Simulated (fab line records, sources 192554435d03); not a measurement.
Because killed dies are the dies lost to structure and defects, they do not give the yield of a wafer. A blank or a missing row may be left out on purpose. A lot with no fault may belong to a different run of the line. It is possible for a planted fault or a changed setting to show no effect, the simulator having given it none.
fab line records | flow n5-finfet
[record] lots = 7 | wafers = 39
route steps=1938 shown FIN_SAQP@96 DUMMY_GATE@243 SPACER0@259 SD_EPI_N@278 HKMG_FIN@451 GATE_CUT@469 MOL_CONTACT_COAG@523 BEOL_M4@1111
start-h: the number of hours between the record's first day and the start of the first shown wafer of the lot | wait-h: hours elapsed since this lot's preceding step | " the same as in the row above | L1.1+2: one row covering several wafers at once | - value missing, or start not given | * or withheld: withheld | < > ~ a bound
route shown NAME@n: names a module that has steps shown in the file, with the first one's number in the route | usual: mean/standard deviation taken from wafers without a fault | same: alike in all rows | chamber/n: place in a boat | sites: the reading at each site | _std_site: the standard deviation of these | _edge_site: the outer-site mean with the inner-site mean subtracted | radius-mm: for every site, how far away it sits from the centre of the wafer | mask NAME#n: copy n | behind: the most recent tool/chamber to have shaped the wafer | hold: why the lot was held/for how many hours/how that ended | device: transistor that didn't switch, given as n, p or np | end of line: at the end of the route, the tests of the same wafers | step lacking rows: just its recipe | killed: not the wafer's yield, but the dies lost to structure and defects at the first sort | map: per-die view of a wafer (x killed, . not killed, _ where there is no die)
set.NAME: setting as actually run; set.NAME@STEP: the setting as run at that earlier step | model.NAME: the simulator's own value behind a step, which no gauge read
lots with deliberately changed settings; one table per step, one row per wafer
[[steps]]
[step N5_FIN_SAQP_HM_DEP_03]
[recipe] material = SiNx | target-thk-a = 380 | temp-c = 400 | precursor = SiH4/NH3/N2 | pressure-torr = 1.5 | rf-w = 300 | time-s = 33.6
[step N5_DUMMY_GATE_ETCH_31]
[recipe] chemistry = C4F6/O2 | target = SiO2 | mask-material = SOC | target-depth-a = 825 | time-s = 27.5 | ion-energy-ev = 250 | pressure-mtorr = 30 | source-w = 345 | bias-w = 185 | Ar_flow_sccm = 300 | C4F6_flow_sccm = 10 | O2_flow_sccm = 10
[step N5_DUMMY_GATE_ETCH_42]
[recipe] chemistry = CHF3/O2 | target = SiO2 | target-depth-a = 35 | time-s = 31 | ion-energy-ev = 30 | bias-w = 12 | pressure-mtorr = 30 | source-w = 600 | Ar_flow_sccm = 200 | CHF3_flow_sccm = 50 | O2_flow_sccm = 5
[step N5_SPACER0_ALD_00]
[recipe] material = SiOCN | target-thk-a = 35 | temp-c = 400 | ald-precursor-family = alkyl-aminosilane | ald-co-reactant = O2/N2-plasma | pulse-time-s = 3 | purge-time-s = 2 | co-reactant-purge-time-s = 2 | ald-cycles = 58 | pressure-torr = 2
[step N5_SD_EPI_N_ETCH_45]
[recipe] chemistry = CH3F/O2 | target = SiOCN | target-depth-a = 60 | mask-material = SOC | ion-energy-ev = 60 | bias-w = 29 | pressure-mtorr = 15 | source-w = 410 | Ar_flow_sccm = 150 | CH3F_flow_sccm = 30 | O2_flow_sccm = 20
[step N5_HKMG_FIN_ETCH_67]
[recipe] chemistry = N2/H2 | target = SOC | target-depth-a = 3889 | stop-on = TiN | ion-energy-ev = 100 | bias-w = 61 | pressure-mtorr = 30 | source-w = 850 | n2-flow-sccm = 200 | h2-flow-sccm = 200
[step N5_HKMG_FIN_ALD_21]
[recipe] material = TiN | target-thk-a = 15 | temp-c = 400 | ald-precursor-family = TiCl4 | ald-co-reactant = NH3 | pulse-time-s = 1 | purge-time-s = 3 | co-reactant-purge-time-s = 2 | co-reactant-pulse-time-s = 2 | ald-cycles = 68 | pressure-torr = 3
[step N5_GATE_CUT_ETCH_58]
[recipe] chemistry = CH3F/O2 | target = SiNx | target-depth-a = 170 | time-s = 128.6 | ion-energy-ev = 50 | pressure-mtorr = 30 | source-w = 415 | bias-w = 21 | Ar_flow_sccm = 150 | CH3F_flow_sccm = 30 | O2_flow_sccm = 20
[step N5_MOL_CONTACT_COAG_EXPOSE_05]
[recipe] mask-id = CA | na = 0.33 | source-shape = annular | sigma-inner = 0.4 | sigma-outer = 0.8 | polarization = unpolarized | defocus-nm = 0 | dose-mj = 38.25
[step N5_MOL_CONTACT_COAG_VIA_ETCH_46]
[recipe] chemistry = C4F6/O2 | target-depth-a = 460 | overetch-a = 92 | mask-material = SOC | target = SiO2 | bias-w = 455 | pressure-mtorr = 10 | time-s = 40 | source-w = 325 | Ar_flow_sccm = 300 | C4F6_flow_sccm = 10 | O2_flow_sccm = 10 | ion-energy-ev = 575.3 | ends = end-point
[step N5_BEOL_M4_RC_MEAS_101]
[usual] RC_N = 15.7/0.54 | REXT_N = 75.2/1.5 | REXT_P = 100.3/2.6
lot.wafer | tool      | chamber | start-h | wait-h | set.time-s@FIN_SAQP_HM_DEP_03 | set.target-depth-a@DUMMY_GATE_ETCH_31 | set.bias-w@DUMMY_GATE_ETCH_42 | set.ald-cycles@SPACER0_ALD_00 | set.target-depth-a@SD_EPI_N_ETCH_45 | set.target-depth-a@HKMG_FIN_ETCH_67 | set.temp-c@HKMG_FIN_ALD_21 | set.source-w@GATE_CUT_ETCH_58 | set.dose-mj@MOL_CONTACT_COAG_EXPOSE_05 | set.bias-w@MOL_CONTACT_COAG_VIA_ETCH_46 | RC_N[ohm.um] | REXT_N[ohm.um] | REXT_P[ohm.um]
L079.1    | prober-01 | 0       | 227.85  | 0.0    | 33.6                          | 825                                   | 12                            | 58                            | 64.16                               | 3889                                | 394.9                      | 415                           | 40.05                                  | 455                                     | 14.1         | 74.5           | 96.9
L079.2    | "         | 0       | "       | "      | 28.36                         | 915.4                                 | 12                            | 53                            | 64.16                               | 3889                                | 394.9                      | 415                           | 40.05                                  | 509.5                                   | 15.1         | 73.1           | 95.2
L079.3    | "         | 0       | "       | "      | 28.36                         | 825                                   | 12                            | 53                            | 60                                  | 3889                                | 400                        | 415                           | 38.25                                  | 509.5                                   | 16.3         | 73.8           | 97.4
L079.4    | "         | 0       | "       | "      | 33.6                          | 915.4                                 | 12                            | 58                            | 60                                  | 3889                                | 394.9                      | 415                           | 38.25                                  | 509.5                                   | 15.5         | 74.8           | 98.5
L079.5    | "         | 0       | "       | "      | 28.36                         | 825                                   | 12                            | 58                            | 64.16                               | 3889                                | 400                        | 415                           | 38.25                                  | 455                                     | 15.0         | 75.0           | 96.1
L079.6    | "         | 0       | "       | "      | 33.6                          | 915.4                                 | 12                            | 53                            | 60                                  | 3889                                | 400                        | 415                           | 40.05                                  | 455                                     | 13.8         | 71.0           | 92.9
L082.1    | prober-02 | 0       | 262.91  | 0.0    | 33.6                          | 825                                   | 12                            | 58                            | 60                                  | 3889                                | 400                        | 415                           | 38.25                                  | 455                                     | 16.2         | 74.3           | 98.7
L082.2    | "         | 0       | "       | "      | 33.6                          | 825                                   | 12                            | 58                            | 60                                  | 3889                                | 400                        | 415                           | 38.25                                  | 455                                     | 15.2         | 73.5           | 97.5
L082.3    | "         | 0       | "       | "      | 33.6                          | 825                                   | 12                            | 58                            | 60                                  | 3889                                | 400                        | 415                           | 38.25                                  | 455                                     | 16.0         | 74.8           | 99.2
L089.1    | prober-01 | 0       | 301.94  | 0.0    | 33.6                          | 825                                   | 12                            | 58                            | 60                                  | 3889                                | 400                        | 447.3                         | 38.25                                  | 455                                     | 14.8         | 72.9           | 99.9
L089.2    | "         | 0       | "       | "      | 33.6                          | 825                                   | 12.89                         | 64                            | 60                                  | 3577                                | 409                        | 415                           | 40.7                                   | 389.1                                   | 14.3         | 77.5           | 104.1
L089.3    | "         | 0       | "       | "      | 33.6                          | 825                                   | 12.89                         | 58                            | 56.72                               | 3577                                | 400                        | 447.3                         | 40.7                                   | 389.1                                   | 14.6         | 71.7           | 98.4
L089.4    | "         | 0       | "       | "      | 33.6                          | 825                                   | 12                            | 58                            | 56.72                               | 3889                                | 409                        | 415                           | 40.7                                   | 455                                     | 14.6         | 72.2           | 98.7
L089.5    | "         | 0       | "       | "      | 33.6                          | 825                                   | 12.89                         | 64                            | 56.72                               | 3889                                | 409                        | 447.3                         | 38.25                                  | 389.1                                   | 16.3         | 79.6           | 106.0
L089.6    | "         | 0       | "       | "      | 33.6                          | 825                                   | 12                            | 64                            | 60                                  | 3577                                | 400                        | 415                           | 38.25                                  | 455                                     | 15.0         | 77.4           | 106.3
L091.1    | prober-01 | 0       | 306.99  | 0.0    | 33.6                          | 721.8                                 | 10.77                         | 58                            | 60                                  | 3889                                | 400                        | 365.3                         | 39.28                                  | 402.2                                   | 14.8         | 74.7           | 100.4
L091.2    | "         | 0       | "       | "      | 38.7                          | 721.8                                 | 10.77                         | 58                            | 60                                  | 3889                                | 388.3                      | 415                           | 38.25                                  | 402.2                                   | 16.3         | 76.5           | 100.8
L091.3    | "         | 0       | "       | "      | 33.6                          | 825                                   | 12                            | 65                            | 60                                  | 3889                                | 388.3                      | 415                           | 38.25                                  | 402.2                                   | 15.5         | 79.7           | 104.7
L091.4    | "         | 0       | "       | "      | 38.7                          | 825                                   | 12                            | 58                            | 60                                  | 3889                                | 388.3                      | 365.3                         | 39.28                                  | 455                                     | 14.3         | 73.9           | 99.0
L091.5    | "         | 0       | "       | "      | 38.7                          | 721.8                                 | 12                            | 65                            | 60                                  | 3889                                | 400                        | 365.3                         | 38.25                                  | 455                                     | 16.1         | 81.5           | 105.8
L091.6    | "         | 0       | "       | "      | 33.6                          | 825                                   | 10.77                         | 65                            | 60                                  | 3889                                | 400                        | 415                           | 39.28                                  | 455                                     | 15.1         | 79.5           | 105.3
L093.1    | prober-01 | 0       | 313.20  | 0.0    | 33.6                          | 924.6                                 | 12                            | 65                            | 60                                  | 4048                                | 400                        | 415                           | 38.25                                  | 455                                     | 15.5         | 78.3           | 108.1
L093.2    | "         | 0       | "       | "      | 33.6                          | 924.6                                 | 13.05                         | 58                            | 60                                  | 4048                                | 400                        | 385                           | 38.25                                  | 455                                     | 15.0         | 74.5           | 101.6
L093.3    | "         | 0       | "       | "      | 33.6                          | 825                                   | 13.05                         | 65                            | 60                                  | 3889                                | 400                        | 415                           | 41.26                                  | 455                                     | 13.5         | 75.7           | 103.9
L093.4    | "         | 0       | "       | "      | 33.6                          | 825                                   | 12                            | 65                            | 60                                  | 4048                                | 418.8                      | 385                           | 41.26                                  | 455                                     | 14.6         | 77.5           | 106.2
L093.5    | "         | 0       | "       | "      | 33.6                          | 924.6                                 | 12                            | 58                            | 60                                  | 3889                                | 418.8                      | 415                           | 38.25                                  | 455                                     | 15.5         | 73.6           | 101.1
L093.6    | "         | 0       | "       | "      | 33.6                          | 825                                   | 13.05                         | 58                            | 60                                  | 3889                                | 418.8                      | 385                           | 41.26                                  | 455                                     | 13.8         | 72.1           | 100.2
L097.1    | prober-02 | 0       | 320.32  | 0.0    | 33.6                          | 825                                   | 9.772                         | 58                            | 53.54                               | 3745                                | 400                        | 445.3                         | 39.33                                  | 523.6                                   | 15.2         | 77.0           | 97.3
L097.2    | "         | 0       | "       | "      | 30.65                         | 779.5                                 | 9.772                         | 56                            | 53.54                               | 3889                                | 409.6                      | 445.3                         | 38.25                                  | 455                                     | 15.7         | 74.8           | 96.3
L097.3    | "         | 0       | "       | "      | 33.6                          | 825                                   | 12                            | 56                            | 53.54                               | 3745                                | 400                        | 415                           | 38.25                                  | 455                                     | 15.0         | 74.4           | 94.8
L097.4    | "         | 0       | "       | "      | 33.6                          | 779.5                                 | 12                            | 56                            | 60                                  | 3889                                | 400                        | 415                           | 38.25                                  | 523.6                                   | 15.1         | 74.4           | 94.3
L097.5    | "         | 0       | "       | "      | 30.65                         | 779.5                                 | 12                            | 58                            | 60                                  | 3745                                | 409.6                      | 415                           | 39.33                                  | 523.6                                   | 14.9         | 75.5           | 97.2
L097.6    | "         | 0       | "       | "      | 30.65                         | 825                                   | 9.772                         | 58                            | 60                                  | 3889                                | 409.6                      | 445.3                         | 39.33                                  | 455                                     | 15.1         | 76.6           | 95.7
L096.1    | prober-01 | 0       | 338.58  | 0.0    | 29.61                         | 825                                   | 10.32                         | 58                            | 60                                  | 3889                                | 400                        | 415                           | 38.25                                  | 455                                     | 17.1         | 77.6           | 102.5
L096.2    | "         | 0       | "       | "      | 29.61                         | 825                                   | 10.32                         | 58                            | 60                                  | 4193                                | 400                        | 462.4                         | 38.25                                  | 455                                     | 16.1         | 78.0           | 102.2
L096.3    | "         | 0       | "       | "      | 33.6                          | 825                                   | 12                            | 58                            | 60                                  | 3889                                | 400                        | 462.4                         | 38.25                                  | 423.1                                   | 16.3         | 76.3           | 102.0
L096.4    | "         | 0       | "       | "      | 33.6                          | 825                                   | 12                            | 58                            | 60                                  | 4193                                | 392.7                      | 462.4                         | 38.25                                  | 455                                     | 16.9         | 76.8           | 101.1
L096.5    | "         | 0       | "       | "      | 29.61                         | 825                                   | 12                            | 58                            | 60                                  | 4193                                | 392.7                      | 415                           | 38.25                                  | 423.1                                   | 16.2         | 75.9           | 101.5
L096.6    | "         | 0       | "       | "      | 33.6                          | 825                                   | 10.32                         | 58                            | 60                                  | 3889                                | 392.7                      | 415                           | 38.25                                  | 423.1                                   | 16.0         | 76.8           | 102.4
[[key]]
[split] step = N5_FIN_SAQP_HM_DEP_03 | setting = time-s | stated-as = 33.6
response none clear
[split] step = N5_DUMMY_GATE_ETCH_31 | setting = target-depth-a | stated-as = 825
response none clear
[split] step = N5_DUMMY_GATE_ETCH_42 | setting = bias-w | stated-as = 12
response none clear
[split] step = N5_SPACER0_ALD_00 | setting = ald-cycles | stated-as = 58
[response] step = N5_BEOL_M4_RC_MEAS_101 | reading = REXT_P | slope = +0.449 | per = 1% | together-with = all | explained = 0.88
[response] step = N5_BEOL_M4_RC_MEAS_101 | reading = REXT_N | slope = +0.399 | per = 1% | together-with = all | explained = 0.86
[split] step = N5_SD_EPI_N_ETCH_45 | setting = target-depth-a | stated-as = 60
response none clear
[split] step = N5_HKMG_FIN_ETCH_67 | setting = target-depth-a | stated-as = 3889
response none clear
[split] step = N5_HKMG_FIN_ALD_21 | setting = temp-c | stated-as = 400
response none clear
[split] step = N5_GATE_CUT_ETCH_58 | setting = source-w | stated-as = 415
response none clear
[split] step = N5_MOL_CONTACT_COAG_EXPOSE_05 | setting = dose-mj | stated-as = 38.25
[response] step = N5_BEOL_M4_RC_MEAS_101 | reading = RC_N | slope = -0.192 | per = 1% | together-with = all | explained = 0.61
[split] step = N5_MOL_CONTACT_COAG_VIA_ETCH_46 | setting = bias-w | stated-as = 455
response none clear
